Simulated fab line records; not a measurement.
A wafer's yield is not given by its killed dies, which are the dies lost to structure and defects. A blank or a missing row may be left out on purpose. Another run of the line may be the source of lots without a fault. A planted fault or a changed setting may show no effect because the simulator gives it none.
Which tool was responsible? :: flow nand-harc :: Sampling: 13 lots, 39 wafers, 5 of 1302 route steps

== WHAT EACH GAUGE READ, for each wafer ==
NHARC_A_SOURCE_PLATE_INSPECT_08. Usual: raw-defect-count 64, standard deviation 27.
lot: L997
measured: day 8 01:10
on: defect-inspect-02
raw-defect-count: 53 75 58
flag: 

lot: L999
measured: day 8 16:50
on: defect-inspect-02
raw-defect-count: 61 45 34
flag: 

lot: L100
measured: day 9 08:57
on: defect-inspect-02
raw-defect-count: 76 90 82
flag: 

lot: L101
measured: day 9 15:47
on: defect-inspect-02
raw-defect-count: 38 74 39
flag: 

lot: L102
measured: day 10 02:18
on: defect-inspect-01
raw-defect-count: 65 28 56
flag: 

lot: L103
measured: day 10 19:41
on: defect-inspect-01
raw-defect-count: 41 67 32
flag: 

lot: L107
measured: day 12 08:43
on: defect-inspect-01
raw-defect-count: 80 41 38
flag: 

lot: L111
measured: day 13 19:41
on: defect-inspect-02
raw-defect-count: 382 385 370 390 386 377
flag: OFF

lot: L110
measured: day 13 19:41
on: defect-inspect-01
raw-defect-count: 119 49 63
flag: 

lot: L112
measured: day 14 10:51
on: defect-inspect-01
raw-defect-count: 362 374 391 364 375 384
flag: OFF

lot: L113
measured: day 14 23:26
on: defect-inspect-02
raw-defect-count: 38 60 32
flag: 

lot: L119
measured: day 17 07:49
on: defect-inspect-02
raw-defect-count: 34 24 38
flag: 

lot: L118
measured: day 17 07:49
on: defect-inspect-01
raw-defect-count: 116 75 63
flag: 

NHARC_A_ONON_D1_THK_MEAS_14: measures by ellipsometry. Usual: thk-nm 1000 nm, standard deviation 8.7.
lot: L997
measured: day 8 04:01
on: film-metro-02
thk-nm (nm): 1010 1008 1007
flag: 

lot: L999
measured: day 8 19:40
on: film-metro-02
thk-nm (nm): 994 996 998
flag: 

lot: L100
measured: day 9 11:47
on: film-metro-01
thk-nm (nm): 992 993 991
flag: 

lot: L101
measured: day 9 18:38
on: film-metro-02
thk-nm (nm): 999 998 996
flag: 

lot: L102
measured: day 10 05:08
on: film-metro-02
thk-nm (nm): 987 986 985
flag: 

lot: L103
measured: day 10 22:32
on: film-metro-01
thk-nm (nm): 997 997 999
flag: 

lot: L107
measured: day 12 11:33
on: film-metro-02
thk-nm (nm): 986 987 986
flag: 

lot: L111
measured: day 14 01:12
on: film-metro-01
thk-nm (nm): 1014 1013 1012
flag: 

lot: L110
measured: day 13 22:32
on: film-metro-02
thk-nm (nm): 1006 1005 1005
flag: 

lot: L112
measured: day 14 21:23
on: film-metro-01
thk-nm (nm): 1001 998 999
flag: 

lot: L113
measured: day 15 02:16
on: film-metro-01
thk-nm (nm): 1019 1019 1019
flag: 

lot: L119
measured: day 17 10:39
on: film-metro-02
thk-nm (nm): 994 993 994
flag: 

lot: L118
measured: day 17 10:39
on: film-metro-01
thk-nm (nm): 993 993 994
flag: 

NHARC_A_ONON_D1_THK_MEAS_24: measures by ellipsometry. Usual: thk-nm 999 nm, standard deviation 10.
lot: L997
measured: day 8 13:13
on: film-metro-02
thk-nm (nm): 992 992 990
flag: 

lot: L999
measured: day 9 04:38
on: film-metro-01
thk-nm (nm): 1005 1007 1005
flag: 

lot: L100
measured: day 9 20:58
on: film-metro-02
thk-nm (nm): 999 997 999
flag: 

lot: L101
measured: day 10 03:36
on: film-metro-01
thk-nm (nm): 1012 1012 1010
flag: 

lot: L102
measured: day 10 14:59
on: film-metro-01
thk-nm (nm): 1011 1011 1011
flag: 

lot: L103
measured: day 11 10:49
on: film-metro-02
thk-nm (nm): 997 998 997
flag: 

lot: L107
measured: day 12 23:02
on: film-metro-01
thk-nm (nm): 994 994 994
flag: 

lot: L111
measured: day 14 07:29
on: film-metro-02
thk-nm (nm): 989 989 989
flag: 

lot: L110
measured: day 14 07:27
on: film-metro-01
thk-nm (nm): 1003 1002 1004
flag: 

lot: L112
measured: day 15 02:56
on: film-metro-01
thk-nm (nm): 1008 1008 1008
flag: 

lot: L113
measured: day 15 11:14
on: film-metro-01
thk-nm (nm): 983 983 981
flag: 

lot: L119
measured: day 17 21:08
on: film-metro-02
thk-nm (nm): 1014 1012 1012
flag: 

lot: L118
measured: day 17 21:07
on: film-metro-01
thk-nm (nm): 1022 1020 1021
flag: 

== WHAT TOOL EACH LOT RAN ON (gives the tool, then ch and the chambers of the sampled wafers, and finally the start) ==
lot: L997
NHARC_P_BONDPAD_PVD_27: pvd-sputter-01, day 7 04:23 or earlier
NHARC_A_SOURCE_PLATE_PRECLEAN_00: wet-bench-09 ch 0,3,7, day 7 04:23

lot: L999
NHARC_P_BONDPAD_PVD_27: pvd-sputter-02, day 7 21:02 or earlier
NHARC_A_SOURCE_PLATE_PRECLEAN_00: wet-bench-09 ch 1,3,4, day 7 21:02

lot: L100
NHARC_P_BONDPAD_PVD_27: pvd-sputter-01, day 8 10:53 or earlier
NHARC_A_SOURCE_PLATE_PRECLEAN_00: wet-bench-03 ch 0,3,4, day 8 10:53

lot: L101
NHARC_P_BONDPAD_PVD_27: pvd-sputter-03, day 8 19:10 or earlier
NHARC_A_SOURCE_PLATE_PRECLEAN_00: wet-bench-07 ch 0,4,7, day 8 19:10

lot: L102
NHARC_P_BONDPAD_PVD_27: pvd-sputter-01, day 9 05:31 or earlier
NHARC_A_SOURCE_PLATE_PRECLEAN_00: wet-bench-07 ch 2,6,7, day 9 05:31

lot: L103
NHARC_P_BONDPAD_PVD_27: pvd-sputter-02, day 9 20:26 or earlier
NHARC_A_SOURCE_PLATE_PRECLEAN_00: wet-bench-09 ch 0,1,2, day 9 20:26

lot: L107
NHARC_P_BONDPAD_PVD_27: pvd-sputter-01, day 11 11:32 or earlier
NHARC_A_SOURCE_PLATE_PRECLEAN_00: wet-bench-07 ch 0,2,5, day 11 11:32

lot: L111
NHARC_P_BONDPAD_PVD_27: pvd-sputter-03, day 12 22:33 or earlier
NHARC_A_SOURCE_PLATE_PRECLEAN_00: wet-bench-07 ch 1,5,6, day 12 22:33

lot: L110
NHARC_P_BONDPAD_PVD_27: pvd-sputter-01, day 13 01:20 or earlier
NHARC_A_SOURCE_PLATE_PRECLEAN_00: wet-bench-03 ch 1,5,6, day 13 01:20

lot: L112
NHARC_P_BONDPAD_PVD_27: pvd-sputter-02, day 13 12:04 or earlier
NHARC_A_SOURCE_PLATE_PRECLEAN_00: wet-bench-07 ch 1,2,7, day 13 12:04

lot: L113
NHARC_P_BONDPAD_PVD_27: pvd-sputter-03, day 13 20:53 or earlier
NHARC_A_SOURCE_PLATE_PRECLEAN_00: wet-bench-09 ch 2,3,4, day 13 20:53

lot: L119
NHARC_P_BONDPAD_PVD_27: pvd-sputter-03, day 16 10:34 or earlier
NHARC_A_SOURCE_PLATE_PRECLEAN_00: wet-bench-07 ch 2,3,5, day 16 10:34

lot: L118
NHARC_P_BONDPAD_PVD_27: pvd-sputter-03, day 16 12:02 or earlier
NHARC_A_SOURCE_PLATE_PRECLEAN_00: wet-bench-07 ch 2,4,5, day 16 12:02
- NHARC_P_BONDPAD_PVD_27: deposits Cu, target thk 30 nm, time 20.49 s.
- NHARC_A_SOURCE_PLATE_PRECLEAN_00: cleans in HF-LAST, time 60 s.

== AS READ BY THE TOOLS THEMSELVES (means over the sampled wafers that have a number; for cases with no such wafer, the mark the record gives instead) ==
NHARC_P_BONDPAD_PVD_27. Usual: throttle-valve-pct 30.1 %, standard deviation 0.78.
lot: L997
tool: pvd-sputter-01
throttle-valve-pct (%): 29.3
flag: 

lot: L999
tool: pvd-sputter-02
throttle-valve-pct (%): 29.9
flag: 

lot: L100
tool: pvd-sputter-01
throttle-valve-pct (%): 29.2
flag: 

lot: L101
tool: pvd-sputter-03
throttle-valve-pct (%): 30.6
flag: 

lot: L102
tool: pvd-sputter-01
throttle-valve-pct (%): 29.3
flag: 

lot: L103
tool: pvd-sputter-02
throttle-valve-pct (%): 30.4
flag: 

lot: L107
tool: pvd-sputter-01
throttle-valve-pct (%): 29.0
flag: 

lot: L111
tool: pvd-sputter-03
throttle-valve-pct (%): 30.9
flag: 

lot: L110
tool: pvd-sputter-01
throttle-valve-pct (%): 29.1
flag: 

lot: L112
tool: pvd-sputter-02
throttle-valve-pct (%): 30.4
flag: 

lot: L113
tool: pvd-sputter-03
throttle-valve-pct (%): 31.1
flag: 

lot: L119
tool: pvd-sputter-03
throttle-valve-pct (%): 31.2
flag: 

lot: L118
tool: pvd-sputter-03
throttle-valve-pct (%): 30.9
flag: 

== THE ANSWER, worked out from the rows above alone ==
Rule: a lot is off if the mean of its wafers that have a number lies more than 3 standard deviations from the usual mean. A lot without any number at a reading at which 4 lots or more have one is off too. Any other lot the step has rows for is counted as sound. The gauges are gone through in route order, then the tools' own readings, and for those a lot's mean is taken as printed above. The first step at which some lot is off is used, and at that step the reading that is off furthest; a lot without a number counts as furthest.
Off at NHARC_A_SOURCE_PLATE_INSPECT_08 (raw-defect-count): L111, L112.
If a tool, at a process step before that reading, ran all the lots that are off and no sound lot after the first of them, it fits. Those tools and the gauges at NHARC_A_SOURCE_PLATE_INSPECT_08 are tried in the same way. With no start given for some of its lots, NHARC_P_BONDPAD_PVD_27 uses the hours and lot order of NHARC_A_SOURCE_PLATE_PRECLEAN_00. None of those tried fits.

== WHAT THE SIMULATOR HAD INSERTED ==
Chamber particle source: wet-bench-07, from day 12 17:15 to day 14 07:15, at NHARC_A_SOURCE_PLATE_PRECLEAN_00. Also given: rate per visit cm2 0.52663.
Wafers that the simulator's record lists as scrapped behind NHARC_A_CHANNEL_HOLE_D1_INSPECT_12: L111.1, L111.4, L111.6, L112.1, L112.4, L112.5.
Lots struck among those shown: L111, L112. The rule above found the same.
